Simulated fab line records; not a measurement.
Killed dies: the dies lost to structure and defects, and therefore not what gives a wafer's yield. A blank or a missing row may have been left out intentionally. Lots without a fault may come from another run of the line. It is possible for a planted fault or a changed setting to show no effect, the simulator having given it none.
fab line records	flow n5_finfet
record lots=12	wafers=36	last_day=16
route steps=1938 shown BEOL_M6@1247 PASSIVATION@1936
lots that met no fault: from a run of the same line without faults
start_h: start of the lot's first displayed wafer, in hours after the record's first day	wait_h: hours elapsed since this lot's preceding step	" as in the row above	L1.1+2: one row covering several wafers at once	- either no value or no given start	* or withheld: withheld	< > ~ a bound
route shown NAME@n: names a module that has steps shown in the file, with the first one's number in the route	usual: mean/standard deviation taken from wafers without a fault	same: alike in all rows	chamber/n: place in a boat	sites: each site's reading	_std_site: the values' standard deviation	_edge_site: mean of outer sites minus mean of inner sites	radius_mm: for every site, how far away it sits from the centre of the wafer	mask NAME#n: copy n	behind: the most recent tool/chamber to have shaped the wafer	hold: why the lot was held/for how many hours/how that ended	device: the transistor (n, p or np) that didn't switch	end of line: the route-end tests of the same wafers	a step without rows: its recipe alone	killed: not the wafer's yield, but the dies lost to structure and defects at the first sort	map: dies across one wafer; x = killed, . = not, _ = none there
set.NAME: setting as actually run; set.NAME@STEP: the setting as run at that earlier step	model.NAME: the simulator's own value behind a step, which no gauge read
a sample of lots followed through the steps of the route, with each step as a table and each wafer as a row
services: when a tool's chamber went out of use (start_h, in hours from the record's first day, below 0 if earlier), for how many hours, and the reason
## steps
# step N5_BEOL_M6_CD_MEAS_35
# recipe target_cd_nm=40	target_cd_y_nm=28	polarity=opening
# usual cd_nm=40.1/0.48
lot.wafer	tool	chamber	start_h	wait_h	cd_nm
L390.2	cd_sem-01	-	195.88	0.0	39.8
L390.3	"	-	"	"	40.6
L390.5	"	-	"	"	39.1
L392.2	cd_sem-02	-	200.44	0.0	40.1
L392.4	"	-	"	"	40.0
L392.5	"	-	"	"	40.0
L393.3	cd_sem-01	-	204.71	0.0	41.1
L393.4	"	-	"	"	40.1
L393.5	"	-	"	"	40.7
L395.1	cd_sem-01	-	222.00	0.0	40.6
L395.2	"	-	"	"	40.2
L395.5	"	-	"	"	40.4
L397.1	cd_sem-03	-	222.18	0.0	40.2
L397.3	"	-	"	"	40.5
L397.6	"	-	"	"	40.5
L396.2	cd_sem-02	-	227.56	0.0	40.3
L396.3	"	-	"	"	39.7
L396.4	"	-	"	"	40.0
L405.2	cd_sem-03	-	273.55	0.0	40.2
L405.3	"	-	"	"	39.8
L405.5	"	-	"	"	39.5
L406.1	cd_sem-03	-	286.99	0.0	40.2
L406.3	"	-	"	"	40.7
L406.6	"	-	"	"	40.5
L407.3	cd_sem-03	-	292.91	0.0	40.5
L407.5	"	-	"	"	39.9
L407.6	"	-	"	"	40.1
L409.1	cd_sem-03	-	296.81	0.0	40.0
L409.5	"	-	"	"	39.1
L409.6	"	-	"	"	38.9
L408.2	cd_sem-02	-	297.08	0.0	40.3
L408.4	"	-	"	"	40.3
L408.6	"	-	"	"	41.0
L411.1	cd_sem-01	-	312.21	0.0	40.5
L411.2	"	-	"	"	40.9
L411.6	"	-	"	"	40.1
# step N5_BEOL_M6_PRE_CLEAN_45
# recipe gas=H2/He	time_s=30	temp_c=250
# usual heater_power_w=327/37
lot.wafer	tool	chamber	start_h	wait_h	heater_power_w
L390.2	pvd_sputter-03	-	196.33	0.0	341
L390.3	"	-	"	"	336
L390.5	"	-	"	"	343
L392.2	pvd_sputter-02	-	201.12	0.0	241
L392.4	"	-	"	"	317
L392.5	"	-	"	"	241
L393.3	pvd_sputter-01	-	205.28	0.0	397
L393.4	"	-	"	"	329
L393.5	"	-	"	"	361
L395.1	pvd_sputter-03	-	222.58	0.0	299
L395.2	"	-	"	"	337
L395.5	"	-	"	"	338
L397.1	pvd_sputter-01	-	222.73	0.0	361
L397.3	"	-	"	"	395
L397.6	"	-	"	"	311
L396.2	pvd_sputter-01	-	228.21	0.0	319
L396.3	"	-	"	"	354
L396.4	"	-	"	"	303
L405.2	pvd_sputter-02	-	274.78	0.0	237
L405.3	"	-	"	"	326
L405.5	"	-	"	"	309
L406.1	pvd_sputter-01	-	287.89	0.0	316
L406.3	"	-	"	"	354
L406.6	"	-	"	"	322
L407.3	pvd_sputter-01	-	293.61	0.0	330
L407.5	"	-	"	"	303
L407.6	"	-	"	"	363
L409.1	pvd_sputter-01	-	297.31	0.0	308
L409.5	"	-	"	"	400
L409.6	"	-	"	"	365
L408.2	pvd_sputter-01	-	297.79	0.0	384
L408.4	"	-	"	"	311
L408.6	"	-	"	"	363
L411.1	pvd_sputter-03	-	312.67	0.0	339
L411.2	"	-	"	"	333
L411.6	"	-	"	"	298
# step N5_BEOL_M6_CVD_78
# recipe material=Co	target_thk_a=20	temp_c=withheld	precursor=CCTBA/H2	pressure_torr=30	time_s=142.3
# usual run_length_s=165.2/0.45
lot.wafer	tool	chamber	start_h	wait_h	run_length_s
L390.2	cvd_co-01	1	197.08	0.3	164.3
L390.3	"	0	"	"	165.1
L390.5	"	1	"	"	164.4
L392.2	cvd_co-01	1	201.78	0.3	164.7
L392.4	"	2	"	"	165.3
L392.5	"	0	"	"	165.0
L393.3	cvd_co-02	2	205.69	0.0	165.0
L393.4	"	2	"	"	164.8
L393.5	"	1	"	"	165.7
L395.1	cvd_co-01	1	223.08	0.0	164.3
L395.2	"	0	"	"	165.4
L395.5	"	2	"	"	165.6
L397.1	cvd_co-01	1	223.19	0.1	164.9
L397.3	"	0	"	"	165.8
L397.6	"	0	"	"	165.4
L396.2	cvd_co-01	0	229.10	0.0	164.9
L396.3	"	2	"	"	165.0
L396.4	"	1	"	"	164.3
L405.2	cvd_co-01	2	275.19	0.0	165.8
L405.3	"	1	"	"	164.3
L405.5	"	1	"	"	164.4
L406.1	cvd_co-01	0	288.50	0.1	165.0
L406.3	"	2	"	"	218.4
L406.6	"	0	"	"	165.0
L407.3	cvd_co-01	2	294.05	0.0	219.2
L407.5	"	0	"	"	219.0
L407.6	"	1	"	"	165.0
L409.1	cvd_co-02	0	297.87	0.2	165.5
L409.5	"	0	"	"	165.6
L409.6	"	1	"	"	165.6
L408.2	cvd_co-02	0	299.51	0.3	165.4
L408.4	"	0	"	"	165.4
L408.6	"	2	"	"	165.0
L411.1	cvd_co-02	2	313.19	0.1	164.7
L411.2	"	0	"	"	165.2
L411.6	"	0	"	"	165.8
# step N5_BEOL_M6_INSPECT_58
# recipe inspect_instrument=darkfield	mode=post_dep
# usual raw_defect_count=69/23
lot.wafer	tool	chamber	start_h	wait_h	raw_defect_count
L390.2	defect_inspect-01	-	198.36	0.0	81
L390.3	"	-	"	"	67
L390.5	"	-	"	"	68
L392.2	defect_inspect-02	-	204.32	0.0	62
L392.4	"	-	"	"	54
L392.5	"	-	"	"	64
L393.3	defect_inspect-01	-	206.85	0.0	83
L393.4	"	-	"	"	119
L393.5	"	-	"	"	121
L395.1	defect_inspect-01	-	224.27	0.0	58
L395.2	"	-	"	"	36
L395.5	"	-	"	"	82
L397.1	defect_inspect-01	-	224.52	0.0	81
L397.3	"	-	"	"	78
L397.6	"	-	"	"	70
L396.2	defect_inspect-02	-	230.23	0.0	28
L396.3	"	-	"	"	29
L396.4	"	-	"	"	38
L405.2	defect_inspect-01	-	276.45	0.0	68
L405.3	"	-	"	"	96
L405.5	"	-	"	"	88
L406.1	defect_inspect-01	-	289.69	0.0	46
L406.3	"	-	"	"	30
L406.6	"	-	"	"	50
L407.3	defect_inspect-01	-	295.12	0.0	66
L407.5	"	-	"	"	81
L407.6	"	-	"	"	73
L409.1	defect_inspect-01	-	299.16	0.0	47
L409.5	"	-	"	"	48
L409.6	"	-	"	"	66
L408.2	defect_inspect-01	-	301.20	0.0	95
L408.4	"	-	"	"	55
L408.6	"	-	"	"	98
L411.1	defect_inspect-02	-	314.42	0.0	86
L411.2	"	-	"	"	70
L411.6	"	-	"	"	82
# step N5_PASSIVATION_PROBE_49
# usual defect_limited_yield=91.3/1.5	killed_at_M0_to_M3=35/10	killed_at_M4_up=13/5.3	killed_at_contacts=12/5.7	killed_at_front_end=39/11	killed_at_other=3.3/2.7	killed_dies=102/18	killed_on_rim=13/4	killed_open=67/13	killed_short=34/7.8	sort_bin_5_function=5.1/1	sort_bin_6_memory=3.3/0.68	sort_n_pass=1078/18	sort_yield_pct=91.3/1.5
# same gross_dies=1180	killed_at_back_side=0	sort_bin_4_leakage[%]=0	sort_bin_8_speed[%]=0
lot.wafer	tool	chamber	start_h	wait_h	defect_limited_yield[%]	killed_at_M0_to_M3	killed_at_M4_up	killed_at_contacts	killed_at_front_end	killed_at_other	killed_dies	killed_on_rim	killed_open	killed_short	sort_bin_5_function[%]	sort_bin_6_memory[%]	sort_n_pass	sort_yield_pct[%]
L390.2	prober-01	-	274.00	0.1	89.9	27	19	10	58	5	119	21	76	37	5.1	4.6	1061	89.9
L390.3	prober-01	-	274.05	0.1	91.9	26	13	7	46	3	95	16	69	24	5.0	3.0	1085	91.9
L390.5	prober-01	-	274.15	0.2	88.4	57	13	8	57	2	137	11	102	33	7.5	4.0	1043	88.4
L393.3	prober-02	-	277.27	0.1	92.6	28	14	14	26	5	87	14	66	19	4.7	2.5	1093	92.6
L393.4	prober-02	-	277.32	0.2	93.2	26	9	12	30	3	80	12	52	28	4.2	2.4	1100	93.2
L393.5	prober-02	-	277.37	0.2	94.7	15	8	6	31	2	62	9	39	23	3.1	2.0	1118	94.7
L392.2	prober-02	-	278.40	0.1	87.7	43	23	28	43	8	145	11	106	38	7.6	4.2	1035	87.7
L392.4	prober-02	-	278.50	0.2	90.1	35	16	20	44	2	117	13	88	29	6.1	3.6	1063	90.1
L392.5	prober-02	-	278.55	0.2	90.8	48	23	5	29	4	109	15	58	51	5.6	3.2	1071	90.8
L397.1	prober-01	-	306.99	0.0	92.9	34	4	6	37	3	84	9	54	29	4.2	2.8	1096	92.9
L397.3	prober-01	-	307.09	0.1	91.8	40	9	15	32	1	97	8	69	27	4.9	3.1	1083	91.8
L397.6	prober-01	-	307.24	0.3	92.5	35	5	4	40	4	88	13	56	32	3.7	3.6	1092	92.5
L395.1	prober-02	-	308.06	0.0	94.5	32	7	3	20	3	65	14	37	25	2.6	2.6	1115	94.5
L395.2	prober-02	-	308.11	0.1	92.2	24	17	4	45	2	92	9	49	42	4.7	2.6	1088	92.2
L395.5	prober-02	-	308.26	0.2	90.5	35	12	14	45	6	112	15	63	45	5.2	4.1	1068	90.5
L396.2	prober-01	-	309.01	0.1	90.2	29	21	21	43	2	116	21	88	28	6.0	3.3	1064	90.2
L396.3	prober-01	-	309.06	0.1	90.8	19	13	24	47	5	108	13	75	32	4.5	4.3	1072	90.8
L396.4	prober-01	-	309.11	0.2	91.8	16	16	18	45	2	97	9	71	25	4.2	4.0	1083	91.8
L405.2	prober-02	-	358.53	0.1	91.1	51	14	8	32	0	105	14	61	41	5.3	3.3	1075	91.1
L405.3	prober-02	-	358.58	0.1	91.9	56	5	5	29	0	95	11	67	26	4.4	3.4	1085	91.9
L405.5	prober-02	-	358.68	0.2	93.1	32	7	10	27	6	82	12	51	29	4.2	2.7	1098	93.1
L406.1	prober-02	-	370.04	0.0	89.7	44	7	14	51	5	121	17	66	54	5.5	4.3	1059	89.7
L406.3	prober-02	-	370.14	0.1	91.7	31	10	23	32	2	98	11	72	26	4.6	3.6	1082	91.7
L406.6	prober-02	-	370.29	0.3	92.8	22	18	14	27	4	85	14	58	27	4.9	2.3	1095	92.8
L407.3	prober-01	-	372.94	0.1	93.0	24	12	19	26	2	83	11	55	27	3.9	3.0	1097	93.0
L407.5	prober-01	-	373.04	0.2	91.4	29	17	18	37	1	102	14	64	37	4.9	3.6	1078	91.4
L407.6	prober-01	-	373.09	0.3	91.5	40	12	5	35	8	100	12	47	52	5.5	2.6	1080	91.5
L409.1	prober-01	-	375.52	0.0	90.4	39	20	5	47	2	113	10	81	32	6.1	3.2	1067	90.4
L409.5	prober-01	-	375.72	0.2	91.4	36	19	7	39	1	102	11	64	37	5.7	2.9	1078	91.4
L409.6	prober-01	-	375.77	0.3	91.9	31	18	7	37	2	95	8	60	35	4.5	3.4	1085	91.9
L408.2	prober-02	-	383.23	0.1	91.0	40	13	16	35	2	106	10	62	42	5.0	3.6	1074	91.0
L408.4	prober-02	-	383.33	0.2	91.8	34	11	22	30	0	97	7	63	33	4.4	3.3	1083	91.8
L408.6	prober-02	-	383.43	0.3	89.2	44	15	23	46	0	128	18	76	42	5.8	4.1	1052	89.2
L411.1	prober-01	-	391.29	0.0	92.9	26	20	1	37	0	84	16	56	27	4.2	2.7	1096	92.9
L411.2	prober-01	-	391.34	0.1	94.4	20	10	10	25	1	66	9	43	22	3.1	2.5	1114	94.4
L411.6	prober-01	-	391.54	0.3	92.3	36	13	8	34	0	91	14	63	25	4.2	3.2	1089	92.3
# killed by level:class
L390.2 FIN_SAQP:geometric_particle:open=21 STI_FIN_REVEAL:geometric_particle:open=12 BEOL_M4:geometric_particle:open=10 FIN_SAQP:geometric_particle:short=9 MOL_CONTACT_COAG:geometric_particle:short=5 MOL_CONTACT_COAG:geometric_particle:open=5 BEOL_M3:geometric_particle:open=5 BEOL_M0_SAQP:geometric_particle:open=4
L390.3 FIN_SAQP:geometric_particle:open=13 BEOL_M2:geometric_particle:open=12 STI_FIN_REVEAL:geometric_particle:open=11 FIN_SAQP:geometric_particle:short=9 BEOL_M3:geometric_particle:open=8 BEOL_M4:geometric_particle:open=8 MOL_CONTACT_COAG:geometric_particle:open=7 STI_FIN_REVEAL:geometric_particle:short=4
L390.5 FIN_SAQP:geometric_particle:open=24 BEOL_M3:geometric_particle:open=12 BEOL_M0_SAQP:geometric_particle:open=11 BEOL_M2:geometric_particle:open=11 BEOL_M0:geometric_particle:open=9 FIN_SAQP:geometric_particle:short=6 BEOL_M4:geometric_particle:open=6 DUMMY_GATE:geometric_particle:open=5
L393.3 MOL_CONTACT_COAG:geometric_particle:open=11 BEOL_M0_SAQP:geometric_particle:open=9 STI_FIN_REVEAL:geometric_particle:open=6 BEOL_M2:geometric_particle:open=6 BEOL_M0:geometric_particle:open=4 BEOL_M3:geometric_particle:open=4 BEOL_M5:geometric_particle:short=4 FIN_SAQP:geometric_particle:open=3
L393.4 MOL_CONTACT_COAG:geometric_particle:open=11 FIN_SAQP:geometric_particle:short=8 BEOL_M2:geometric_particle:open=8 FIN_SAQP:geometric_particle:open=7 BEOL_M0_SAQP:geometric_particle:short=6 BEOL_M0_SAQP:geometric_particle:open=5 STI_FIN_REVEAL:geometric_particle:open=4 BEOL_M2:geometric_particle:short=3
L393.5 FIN_SAQP:geometric_particle:open=9 BEOL_M4:geometric_particle:open=7 FIN_SAQP:geometric_particle:short=4 STARTING-WAFER:geometric_particle:open=4 BEOL_M3:geometric_particle:open=4 STI_FIN_REVEAL:geometric_particle:open=3 GATE_CUT:geometric_particle:short=3 MOL_CONTACT_COAG:geometric_particle:open=3
L392.2 MOL_CONTACT_COAG:geometric_particle:open=22 STI_FIN_REVEAL:geometric_particle:open=14 BEOL_M4:geometric_particle:open=14 BEOL_M0_SAQP:geometric_particle:short=11 BEOL_M0:geometric_particle:open=11 BEOL_M2:geometric_particle:open=9 FIN_SAQP:geometric_particle:open=6 MOL_CONTACT_COAG:geometric_particle:short=6
L392.4 MOL_CONTACT_COAG:geometric_particle:open=16 FIN_SAQP:geometric_particle:open=13 BEOL_M0_SAQP:geometric_particle:open=11 BEOL_M4:geometric_particle:open=10 STI_FIN_REVEAL:geometric_particle:open=7 FIN_SAQP:geometric_particle:short=6 BEOL_M0_SAQP:geometric_particle:short=6 BEOL_M2:geometric_particle:open=6
L392.5 BEOL_M0_SAQP:geometric_particle:short=11 BEOL_M4:geometric_particle:open=11 BEOL_M0_SAQP:geometric_particle:open=10 BEOL_M2:geometric_particle:open=10 BEOL_M4:geometric_particle:short=8 FIN_SAQP:geometric_particle:short=7 FIN_SAQP:geometric_particle:open=4 GATE_CUT:geometric_particle:short=4
L397.1 BEOL_M2:geometric_particle:open=14 DUMMY_GATE:geometric_particle:open=7 FIN_SAQP:geometric_particle:open=6 FIN_SAQP:geometric_particle:short=5 MOL_CONTACT_COAG:geometric_particle:open=5 BEOL_M0_SAQP:geometric_particle:open=5 BEOL_M1:geometric_particle:open=5 SPACER0:geometric_particle:open=4
L397.3 MOL_CONTACT_COAG:geometric_particle:open=13 BEOL_M0_SAQP:geometric_particle:short=12 BEOL_M0_SAQP:geometric_particle:open=10 BEOL_M2:geometric_particle:open=9 FIN_SAQP:geometric_particle:open=7 BEOL_M1:geometric_particle:open=5 BEOL_M4:geometric_particle:open=5 STI_FIN_REVEAL:geometric_particle:open=4
L397.6 STI_FIN_REVEAL:geometric_particle:open=11 BEOL_M2:geometric_particle:open=11 FIN_SAQP:geometric_particle:open=9 BEOL_M0_SAQP:geometric_particle:short=9 BEOL_M0_SAQP:geometric_particle:open=7 DUMMY_GATE:geometric_particle:open=5 STARTING-WAFER:geometric_particle:short=4 STI_FIN_REVEAL:geometric_particle:short=3
L395.1 BEOL_M2:geometric_particle:open=7 BEOL_M0_SAQP:geometric_particle:short=6 FIN_SAQP:geometric_particle:short=5 DUMMY_GATE:geometric_particle:open=4 BEOL_M0_SAQP:geometric_particle:open=4 BEOL_M1:geometric_particle:open=4 BEOL_M2:geometric_particle:short=4 MOL_CONTACT_COAG:geometric_particle:open=3
L395.2 FIN_SAQP:geometric_particle:short=14 FIN_SAQP:geometric_particle:open=11 BEOL_M0_SAQP:geometric_particle:short=8 BEOL_M4:geometric_particle:open=7 GATE_CUT:geometric_particle:short=4 BEOL_M0_SAQP:geometric_particle:open=4 BEOL_M2:geometric_particle:open=4 ILD0:geometric_particle:short=3
L395.5 FIN_SAQP:geometric_particle:open=12 BEOL_M0_SAQP:geometric_particle:open=11 MOL_CONTACT_COAG:geometric_particle:open=10 FIN_SAQP:geometric_particle:short=8 BEOL_M0_SAQP:geometric_particle:short=7 BEOL_M3:geometric_particle:open=7 GATE_CUT:geometric_particle:short=6 GATE_CUT:geometric_particle:open=4
L396.2 MOL_CONTACT_COAG:geometric_particle:open=16 FIN_SAQP:geometric_particle:open=14 BEOL_M2:geometric_particle:open=12 BEOL_M4:geometric_particle:open=11 DUMMY_GATE:geometric_particle:open=7 BEOL_M0_SAQP:geometric_particle:short=7 BEOL_M0_SAQP:geometric_particle:open=6 GATE_CUT:geometric_particle:open=5
L396.3 MOL_CONTACT_COAG:geometric_particle:open=21 FIN_SAQP:geometric_particle:open=16 FIN_SAQP:geometric_particle:short=9 STI_FIN_REVEAL:geometric_particle:open=7 BEOL_M0_SAQP:geometric_particle:open=5 BEOL_M4:geometric_particle:short=5 BEOL_M4:geometric_particle:open=4 BEOL_M0_SAQP:geometric_particle:short=4
L396.4 FIN_SAQP:geometric_particle:open=15 MOL_CONTACT_COAG:geometric_particle:open=14 STI_FIN_REVEAL:geometric_particle:open=7 BEOL_M4:geometric_particle:open=7 BEOL_M0_SAQP:geometric_particle:open=6 DUMMY_GATE:geometric_particle:open=5 BEOL_M4:geometric_particle:short=5 GATE_CUT:geometric_particle:open=4
L405.2 BEOL_M2:geometric_particle:open=11 BEOL_M3:geometric_particle:open=9 FIN_SAQP:geometric_particle:short=8 BEOL_M0_SAQP:geometric_particle:short=8 FIN_SAQP:geometric_particle:open=7 BEOL_M3:geometric_particle:short=7 BEOL_M0_SAQP:geometric_particle:open=6 BEOL_M4:geometric_particle:open=6
L405.3 BEOL_M0_SAQP:geometric_particle:open=16 BEOL_M3:geometric_particle:open=10 BEOL_M1:geometric_particle:open=8 BEOL_M2:geometric_particle:open=8 FIN_SAQP:geometric_particle:short=7 BEOL_M0_SAQP:geometric_particle:short=7 FIN_SAQP:geometric_particle:open=5 DUMMY_GATE:geometric_particle:open=5
L405.5 MOL_CONTACT_COAG:geometric_particle:open=7 BEOL_M0_SAQP:geometric_particle:open=7 BEOL_M3:geometric_particle:open=7 BEOL_M4:geometric_particle:open=6 STARTING-WAFER:geometric_particle:short=6 BEOL_M0_SAQP:geometric_particle:short=5 STI_FIN_REVEAL:geometric_particle:open=4 DUMMY_GATE:geometric_particle:open=4
L406.1 FIN_SAQP:geometric_particle:open=16 BEOL_M0_SAQP:geometric_particle:short=16 STI_FIN_REVEAL:geometric_particle:open=11 FIN_SAQP:geometric_particle:short=10 MOL_CONTACT_COAG:geometric_particle:open=10 BEOL_M0_SAQP:geometric_particle:open=10 GATE_CUT:geometric_particle:short=5 BEOL_M0:geometric_particle:short=5
L406.3 MOL_CONTACT_COAG:geometric_particle:open=21 FIN_SAQP:geometric_particle:open=14 BEOL_M0_SAQP:geometric_particle:open=9 BEOL_M0_SAQP:geometric_particle:short=6 BEOL_M4:geometric_particle:open=6 FIN_SAQP:geometric_particle:short=4 BEOL_M2:geometric_particle:open=4 BEOL_M3:geometric_particle:open=4
L406.6 BEOL_M4:geometric_particle:open=11 STI_FIN_REVEAL:geometric_particle:open=10 MOL_CONTACT_COAG:geometric_particle:open=10 FIN_SAQP:geometric_particle:short=5 BEOL_M0_SAQP:geometric_particle:short=5 BEOL_M1:geometric_particle:open=5 MOL_CONTACT_COAG:geometric_particle:short=4 BEOL_M0_SAQP:geometric_particle:open=4
L407.3 MOL_CONTACT_COAG:geometric_particle:open=13 BEOL_M3:geometric_particle:open=12 BEOL_M0_SAQP:geometric_particle:open=7 STI_FIN_REVEAL:geometric_particle:open=6 GATE_CUT:geometric_particle:short=5 MOL_CONTACT_COAG:geometric_particle:short=5 BEOL_M4:geometric_particle:open=5 FIN_SAQP:geometric_particle:short=3
L407.5 MOL_CONTACT_COAG:geometric_particle:open=11 STI_FIN_REVEAL:geometric_particle:open=9 BEOL_M4:geometric_particle:open=9 MOL_CONTACT_COAG:geometric_particle:short=7 FIN_SAQP:geometric_particle:short=6 FIN_SAQP:geometric_particle:open=5 BEOL_M0_SAQP:geometric_particle:open=5 BEOL_M0_SAQP:geometric_particle:short=5
L407.6 BEOL_M0_SAQP:geometric_particle:short=16 BEOL_M0_SAQP:geometric_particle:open=14 FIN_SAQP:geometric_particle:short=10 FIN_SAQP:geometric_particle:open=6 BEOL_M4:geometric_particle:open=5 STI_FIN_REVEAL:geometric_particle:open=4 GATE_CUT:geometric_particle:short=4 MOL_CONTACT_COAG:geometric_particle:open=4
L409.1 FIN_SAQP:geometric_particle:open=11 FIN_SAQP:geometric_particle:short=11 BEOL_M2:geometric_particle:open=9 STI_FIN_REVEAL:geometric_particle:open=8 BEOL_M0_SAQP:geometric_particle:open=8 BEOL_M4:geometric_particle:open=8 BEOL_M1:geometric_particle:open=7 BEOL_M0_SAQP:geometric_particle:short=7
L409.5 FIN_SAQP:geometric_particle:short=12 BEOL_M0_SAQP:geometric_particle:open=11 BEOL_M1:geometric_particle:open=8 BEOL_M4:geometric_particle:open=8 FIN_SAQP:geometric_particle:open=7 MOL_CONTACT_COAG:geometric_particle:open=7 BEOL_M0_SAQP:geometric_particle:short=7 BEOL_M5:geometric_particle:open=5
L409.6 GATE_CUT:geometric_particle:short=7 MOL_CONTACT_COAG:geometric_particle:open=7 BEOL_M4:geometric_particle:open=7 BEOL_M2:geometric_particle:open=7 BEOL_M0_SAQP:geometric_particle:open=6 BEOL_M3:geometric_particle:open=6 FIN_SAQP:geometric_particle:short=5 FIN_SAQP:geometric_particle:open=4
L408.2 MOL_CONTACT_COAG:geometric_particle:open=11 BEOL_M5:geometric_particle:open=10 FIN_SAQP:geometric_particle:short=8 BEOL_M0_SAQP:geometric_particle:open=8 BEOL_M0_SAQP:geometric_particle:short=8 BEOL_M1:geometric_particle:open=8 BEOL_M2:geometric_particle:open=6 FIN_SAQP:geometric_particle:open=5
L408.4 MOL_CONTACT_COAG:geometric_particle:open=18 BEOL_M0_SAQP:geometric_particle:short=14 DUMMY_GATE:geometric_particle:open=9 BEOL_M0_SAQP:geometric_particle:open=7 BEOL_M3:geometric_particle:open=7 FIN_SAQP:geometric_particle:short=6 MOL_CONTACT_COAG:geometric_particle:short=4 BEOL_M5:geometric_particle:open=4
L408.6 MOL_CONTACT_COAG:geometric_particle:open=18 BEOL_M0_SAQP:geometric_particle:short=15 BEOL_M0_SAQP:geometric_particle:open=11 GATE_CUT:geometric_particle:open=10 HKMG_FIN:area_etch=7 DUMMY_GATE:geometric_particle:open=5 GATE_CUT:geometric_particle:short=5 MOL_CONTACT_COAG:geometric_particle:short=5
L411.1 STI_FIN_REVEAL:geometric_particle:open=13 BEOL_M4:geometric_particle:open=10 BEOL_M1:geometric_particle:open=9 BEOL_M5:geometric_particle:open=5 STI_FIN_REVEAL:geometric_particle:short=4 STARTING-WAFER:geometric_particle:short=4 BEOL_M3:geometric_particle:open=4 ILD0:geometric_particle:short=3
L411.2 MOL_CONTACT_COAG:geometric_particle:open=8 STI_FIN_REVEAL:geometric_particle:open=7 BEOL_M3:geometric_particle:open=5 FIN_SAQP:geometric_particle:short=4 BEOL_M0_SAQP:geometric_particle:open=3 BEOL_M2:geometric_particle:open=3 STARTING-WAFER:geometric_particle:short=3 DUMMY_GATE:geometric_particle:open=2
L411.6 BEOL_M3:geometric_particle:open=9 FIN_SAQP:geometric_particle:open=8 STI_FIN_REVEAL:geometric_particle:open=7 BEOL_M1:geometric_particle:open=7 MOL_CONTACT_COAG:geometric_particle:open=6 FIN_SAQP:geometric_particle:short=5 BEOL_M0_SAQP:geometric_particle:short=5 BEOL_M0:geometric_particle:open=4
## services
tool	chamber	start_h	hours	kind
cvd_co-01	2	178.45	2.3	repair
cvd_co-02	0	183.03	9.2	repair
cvd_co-02	-	192.72	6.9	pm
cvd_co-01	-	234.99	6.0	pm
cvd_co-02	2	248.60	21.1	repair
cvd_co-01	-	249.98	0.8	repair
cvd_co-02	-	271.48	0.3	repair
cvd_co-01	-	285.36	0.6	repair
cvd_co-02	1	303.50	13.0	repair
## key
first_sign step=N5_BEOL_M6_CVD_78	reading=run_length_s	direction=up	sigmas=99+	usual=*	struck=*
effect none on later readings
met_at N5_BEOL_M6_CVD_78
struck_lots L406,L407
struck_wafers L406.3,L407.3,L407.5
not_acting_at N5_BEOL_M6_CD_MEAS_35,N5_BEOL_M6_PRE_CLEAN_45,N5_BEOL_M6_INSPECT_58
onset_between 275.19 288.50
fault kind=process_parameter_drift	tool=cvd_co-01	chamber=-	onset_h=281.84	steps=N5_BEOL_M6_CVD_78	channel=time_s	offset=*	shape=step	end_h=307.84	scope=struck_wafers_only	acts_in=*	stated=*
